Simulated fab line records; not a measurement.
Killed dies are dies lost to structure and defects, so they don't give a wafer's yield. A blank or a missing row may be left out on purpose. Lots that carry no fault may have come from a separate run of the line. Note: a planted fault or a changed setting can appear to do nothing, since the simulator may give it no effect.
A struck lot beside a sound one	flow n5-finfet	42 out of 1938 route steps
Sound: these wafers, L184.3, L184.4, L184.5. Struck: wafer L181.2 (L181.3, L181.5, from the same lot, were not struck and are left out); the cause is given at the end.
At each step with rows: each side's tool, then ch and its chambers, then its first start. Under that, the readings that differ: sound wafers	struck wafers	difference of the means	sigmas: that difference in standard deviations of wafers without a fault.
alike: same words and numbers on both sides, and readings whose means sit less than 2 such deviations apart. not compared: any withheld reading, any reading some wafer has no value for, any bound like >300 that may hide the same value, and any number with overlapping values for which the record gives no deviation.
Wherever a step has rows on one side only, a row that says differs or no value, or a row with sigmas, the two part there. Numbers that have no deviation but don't overlap get no sigmas and don't part them. A reading missing from all wafers of one side parts the sides only when that side holds two or more wafers.

first, 12 steps without rows for these wafers: N5_SD_EPI_N_STRIP_36 (strips in N2/H2); N5_SD_EPI_N_ETCHBACK_44 (etches SiNx in CH3F/O2, stops on SiO2, target depth 14.5 nm); N5_SD_EPI_N_ETCH_45 (etches SiOCN in CH3F/O2, target depth 6 nm); N5_SD_EPI_N_ETCH_16 (etches SiO2 in CHF3/O2, target depth 5 nm); N5_SD_EPI_N_STRIP_47 (strips in CHF3/O2); N5_SD_EPI_N_SD_RECESS_17 (chemistry HBr/Cl2/O2, target depth 41 nm, time 23.7 s, bt time 3 s); N5_SD_EPI_N_STRIP_38 (strips in N2/H2); N5_SD_EPI_N_WET_ETCH_43 (etches SiO2 in dHF, time 14 s, target depth 1.5 nm); N5_SD_EPI_N_STRIP_18 (strips in SPM, time 750 s); N5_SD_EPI_N_SRD_20 (time 30 s); N5_SD_EPI_N_PRECLEAN_48 (cleans in NF3:NH3, afs cycles 2, time 20 s, sublimation time 60 s); N5_SD_EPI_N_VAPOR_ETCH_50 (etches Si in HCl, time 54 s).
N5_SD_EPI_N_EPI_21: deposits Si:P, time 690 s.
  sound on epi-rpcvd-03 ch 0, day 8 20:44; struck on epi-rpcvd-04 ch 0, day 8 03:35
reading	sound	struck	difference	sigmas
model.Si-P_of_SD_EPI_N_EPI_21.thk-nm (nm)	58.6 58.2 59	76	+17	
  alike: susceptor_temp_C_max
N5_SD_EPI_N_EPI_MEAS_23:
  sound on film-metro-02 at day 8 21:53; struck on film-metro-02 at day 8 05:01
reading	sound	struck	difference	sigmas
thk-nm (nm)	57.5 57.1 59.5	75.3	+17.3	+13
then, 24 steps without rows for these wafers: N5_SD_EPI_N_PRECLEAN_24 (cleans in O3/DIW, time 60 s); N5_SD_EPI_N_SRD_25 (time 30 s); N5_SD_EPI_N_PRECLEAN_49 (cleans in NF3:NH3, afs cycles 1, time 20 s, sublimation time 60 s); N5_SD_EPI_N_LINER_46 (material SiNx, target thk 3 nm); N5_SD_EPI_P_COAT_34 (time 60 s, resist thk 350 nm); N5_SD_EPI_P_COAT_35 (time 60 s, resist thk 35 nm); N5_SD_EPI_P_COAT_03 (resist thk 150 nm); N5_SD_EPI_P_EBR_05; N5_SD_EPI_P_SOFTBAKE_04 (time 60 s); N5_SD_EPI_P_EXPOSE_06 (exposes mask SD P BLK, target cd 240 nm); N5_SD_EPI_P_PEB_07 (peb time 60 s); N5_SD_EPI_P_DEVELOP_08 (develop time 30 s); N5_SD_EPI_P_DESCUM_14 (chemistry O2, time 7.9 s); N5_SD_EPI_P_ETCH_36 (etches SiARC in CF4, target depth 45.5 nm, time 75.8 s); N5_SD_EPI_P_ETCH_37 (etches SOC in N2/H2, overetch 108 nm, time 486 s); N5_SD_EPI_P_STRIP_38 (strips in N2/H2); N5_SD_EPI_P_ETCHBACK_46 (etches SiNx in CH3F/O2, stops on SiO2, target depth 17.5 nm); N5_SD_EPI_P_ETCH_47 (etches SiOCN in CH3F/O2, target depth 25 nm); N5_SD_EPI_P_ETCH_16 (etches SiO2 in CHF3/O2, target depth 5 nm); N5_SD_EPI_P_STRIP_50 (strips in CHF3/O2); N5_SD_EPI_P_SD_RECESS_17 (chemistry HBr/Cl2/O2, target depth 39.1 nm, bt time 3 s); N5_SD_EPI_P_WET_ETCH_45 (etches SiO2 in dHF, time 10.7 s, target depth 2 nm, rinse time 30 s); N5_SD_EPI_P_STRIP_40 (strips in N2/H2); N5_SD_EPI_P_PRECLEAN_52 (cleans in O3/DIW, time 60 s).
N5_SD_ACTIVATION_RS_MEAS_03: measurement is done with a four-point probe.
  sound on film-metro-02 at day 9 03:38; struck on film-metro-01 at day 8 10:07
reading	sound	struck	difference	sigmas
RS_SD_N (ohm/sq)	22.31 22.31 22.01	17.16	-5.05	-19
  alike: RS_SD_P
N5_MOL_CONTACT_COAG_ETCH_15: etches SiNx in CH3F/O2, stops on Si:P, target depth 7 nm.
  sound on rie-diel-06 ch 0,1,2, day 10 08:46; struck on rie-diel-06 ch 0, day 9 17:32
reading	sound	struck	difference	sigmas
model.Si-P_of_SD_EPI_N_EPI_21.thk-nm (nm)	57.8 57.4 58.2	74.8	+17.0	
  alike: drypump-motor-current-A, oes-product-au, rf-vpp-V, showerhead-plenum-p-Torr, throttle-valve-pct
  not compared: rf-hours-counter-h
-- a jump in the record: the struck wafers' starts before and after are 4 days apart (it breaks off in module MOL_CONTACT_COAG and resumes in module BEOL_M4, where the first step shown is number 1111 of the route) --
N5_BEOL_M4_RC_MEAS_101:
  sound on prober-02 ch 0, day 14 00:53; struck on prober-01 ch 0, day 13 12:56
reading	sound	struck	difference	sigmas
DIBL_N (mV/V)	37.0 38.8 36.3	33.8	-3.6	-2
DIBL_P (mV/V)	38.0 40.0 37.7	32.6	-6.0	-3
IOFF_N (nA/um)	0.186 0.218 0.167	0.127	-0.063	-2
ION_N (uA/um)	682 711 698	672	-25	-2
RS_SD_N (ohm/sq)	28.4 28.7 28.1	22.0	-6.4	-18
  alike: IOFF_P, ION_P, SS_N, SS_P, VT_N, VT_P
-- here the record skips 4 days between the struck wafers' starts before and after, leaving off in module BEOL_M4 and picking up in module PASSIVATION (first step shown: number 1936 of the route) --
N5_PASSIVATION_PROBE_49:
  record: rows for the struck wafers here (prober-02, day 17 20:27), none for the sound ones

WHERE THEY PART
At N5_SD_EPI_N_EPI_MEAS_23 first; at N5_PASSIVATION_PROBE_49 last (within this record only).

WHY: the cause the simulator had injected
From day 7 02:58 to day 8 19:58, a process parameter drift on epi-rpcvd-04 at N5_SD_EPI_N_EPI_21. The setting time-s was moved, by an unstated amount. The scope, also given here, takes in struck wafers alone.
